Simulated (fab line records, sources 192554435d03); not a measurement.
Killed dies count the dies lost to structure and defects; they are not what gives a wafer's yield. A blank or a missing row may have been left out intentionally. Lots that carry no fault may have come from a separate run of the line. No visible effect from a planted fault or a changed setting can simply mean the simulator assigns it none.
2 desks, one fault || flow n5 finfet || each desk holds nothing but its own numbers, with what lay behind them at the end

## FOR THE TOOL OWNER'S DESK: rie si-02
The tool's own readings at N5_SD_EPI_P_SD_RECESS_17 (chemistry HBr/Cl2/O2, target depth 39.1 nm, bt time 3 s): means of the sampled wafers that have a number, for each lot that ran on this tool. A lot is out of limits, marked OUT, if its mean lies more than 4 standard deviations from the usual mean; the brackets give that distance.
Columns: A = drypump motor current A at N5_SD_EPI_P_SD_RECESS_17, usual 5.5 A; B = oes product au at N5_SD_EPI_P_SD_RECESS_17, usual 1.001 a.u.; C = throttle valve pct at N5_SD_EPI_P_SD_RECESS_17, usual 37.2 %
{"lot": "L336", "first seen here": "day 7 11:29", "A": 5.7, "B": 0.999, "C": 37.2}
{"lot": "L341", "first seen here": "day 8 19:24", "A": 5.4, "B": 1.004, "C": 37.5}
This desk found nothing out of limits on any of the 2 lots.

## THE METROLOGY DESK
What the gauges read, lot by lot, whatever tool the lot ran on: means of the sampled wafers that have a number. A lot is out of limits, marked OUT, if its mean lies more than 4 standard deviations from the usual mean; the brackets give that distance. 7 of its 12 readings are shown, namely those furthest out on some lot.
Columns: A = IOFF_P at N5_BEOL_M4_RC_MEAS_101, usual 0.21 nA/um; B = IOFF_P_85C at N5_BEOL_M4_RC_MEAS_101, usual 3.6 nA/um; C = IOFF_P_LIN at N5_BEOL_M4_RC_MEAS_101, usual 0.097 nA/um; D = ION_P at N5_BEOL_M4_RC_MEAS_101, usual 460 uA/um; E = SS_P at N5_BEOL_M4_RC_MEAS_101, usual 73.4 mV/dec; F = VT_N at N5_BEOL_M4_RC_MEAS_101, usual 249 mV; G = VT_P at N5_BEOL_M4_RC_MEAS_101, usual -252 mV
{"lot": "L325", "first seen here": "day 9 08:05", "A": 0.22, "B": 3.7, "C": 0.103, "D": 464, "E": 73.4, "F": 246, "G": -251}
{"lot": "L336", "first seen here": "day 11 23:47", "A": 0.19, "B": 3.3, "C": 0.090, "D": 462, "E": 73.1, "F": 250, "G": -254}
{"lot": "L341", "first seen here": "day 13 07:19", "A": 0.29, "B": 4.8, "C": 0.107, "D": 466, "E": 74.8, "F": 249, "G": -249}
This desk found nothing out of limits on any of the 3 lots.

## PUT TOGETHER
The tool owner's desk saw nothing out of limits.
At the metrology desk, nothing out of limits was observed.

## WHAT WAS PUT IN BY THE SIMULATOR
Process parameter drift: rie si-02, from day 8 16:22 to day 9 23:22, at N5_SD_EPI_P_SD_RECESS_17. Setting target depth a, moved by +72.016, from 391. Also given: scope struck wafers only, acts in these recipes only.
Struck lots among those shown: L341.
